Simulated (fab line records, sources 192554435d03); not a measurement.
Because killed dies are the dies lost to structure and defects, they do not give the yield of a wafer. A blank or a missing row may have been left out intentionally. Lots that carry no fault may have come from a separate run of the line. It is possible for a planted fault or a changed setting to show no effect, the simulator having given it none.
Split-lot experiment ; flow n5 finfet ; on a route of 1938 steps: 7 lots, 21 wafers read

THE SPLIT ITSELF
At N5_BEOL_M13_DEP_53 (deposits SiCN from 3MS/NH3, target thk 50 nm, time 17.8 s), the setting time s was moved away from the recipe's 17.8 s on 9 of the 21 wafers read, by -13.3% to +14.9%. The other wafers ran this setting at the recipe's value.

The split's own step is where the reading is taken.

THE READING
SiCN_of_BEOL_M13_DEP_53.thk nm (the simulator's own value, which no gauge read), in nm, at N5_BEOL_M13_DEP_53 (deposits SiCN from 3MS/NH3, target thk 50 nm, time 17.8 s). The file does not state a usual value for it. Across the 12 wafers here that went through the recipe, the average is 50.4 nm and the standard deviation 0.57 nm.

wafer;tool, chamber at the split;time s as run, s;against the recipe;SiCN_of_BEOL_M13_DEP_53.thk nm, nm;against lot-mates on the recipe
L074.1;pecvd-02, 1;17.8;recipe;50.2;-
L074.2;pecvd-02, 0;17.8;recipe;50;-
L074.3;pecvd-02, 2;17.8;recipe;50.6;-
L075.1;pecvd-01, 2;20.03;+12.5%;55.8;+5.0
L075.3;pecvd-01, 0;17.8;recipe;50.8;-
L075.5;pecvd-01, 1;20.03;+12.5%;57.6;+6.8
L081.2;pecvd-03, 1;20.45;+14.9%;57.8;+8.4
L081.3;pecvd-03, 2;17.8;recipe;49.4;-
L081.4;pecvd-03, 0;20.45;+14.9%;56.8;+7.4
L084.3;pecvd-01, 1;15.44;-13.3%;43.2;-7.4
L084.4;pecvd-01, 0;17.8;recipe;50.6;-
L084.6;pecvd-01, 1;15.44;-13.3%;44;-6.6
L085.1;pecvd-02, 1;17.8;recipe;51.2;-
L085.2;pecvd-02, 2;17.8;recipe;50.2;-
L085.6;pecvd-02, 1;17.8;recipe;50.8;-
L092.2;pecvd-02, 1;17.8;recipe;50.8;-
L092.3;pecvd-02, 0;17.8;recipe;50.6;-
L092.5;pecvd-02, 2;16.89;-5.1%;48.6;-2.1
L094.2;pecvd-03, 2;17.8;recipe;49.2;-
L094.3;pecvd-03, 0;20.25;+13.8%;56.6;+7.4
L094.6;pecvd-03, 2;20.25;+13.8%;57.2;+8.0

FIT RESULTS
A straight line over all 21 wafers: SiCN_of_BEOL_M13_DEP_53.thk nm changes by +0.485 nm for each +1% of time s; r = +0.99; the points scatter about the line by 0.63 nm.
The same after taking each lot's own level away (the mean of its wafers on the recipe; 21 wafers): +0.522 nm for each +1%; r = +0.99; scatter 0.52 nm.
That fit puts the effect of the largest move of time s on the reading at 7.8 nm.
The lots' own levels span 49.20 to 50.80 nm, that is 2.8 times the standard deviation above.
So the lot-to-lot level changes the slope little: the two slopes agree.
Check: with one of the wafers moved furthest among these (+14.9%) left out of the fit, the line predicts +7.68 nm for it against its lot-mates. It came out at +8.4 nm against them.

THESE WAFERS: OTHER SPLITS
Other splits were also applied to these wafers ahead of the reading. Each is held against what the fit with the lots' levels taken away leaves over:
other split on the same wafers;wafers away from the commonest value;r with SiCN_of_BEOL_M13_DEP_53.thk nm (lot level and that fit taken away)
N5_BEOL_M8_TRENCH_ETCH_37 time s;4;-0.08
N5_BEOL_M9_COAT_22 spin rpm;12;+0.41
N5_BEOL_M9_ETCH_66 bias w;4;-0.22
N5_BEOL_M10_ETCH_62 time s;9;+0.26
N5_BEOL_M11_CURE_72 time s;5;+0.21
N5_BEOL_M12_SPUTTER_44 time s;5;+0.13
N5_BEOL_M13_SPUTTER_43 time s;10;+0.04

THE FILE'S OWN FIT
SiCN_of_BEOL_M13_DEP_53.thk nm changes by +0.521 nm for each +1% of time s, r = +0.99.
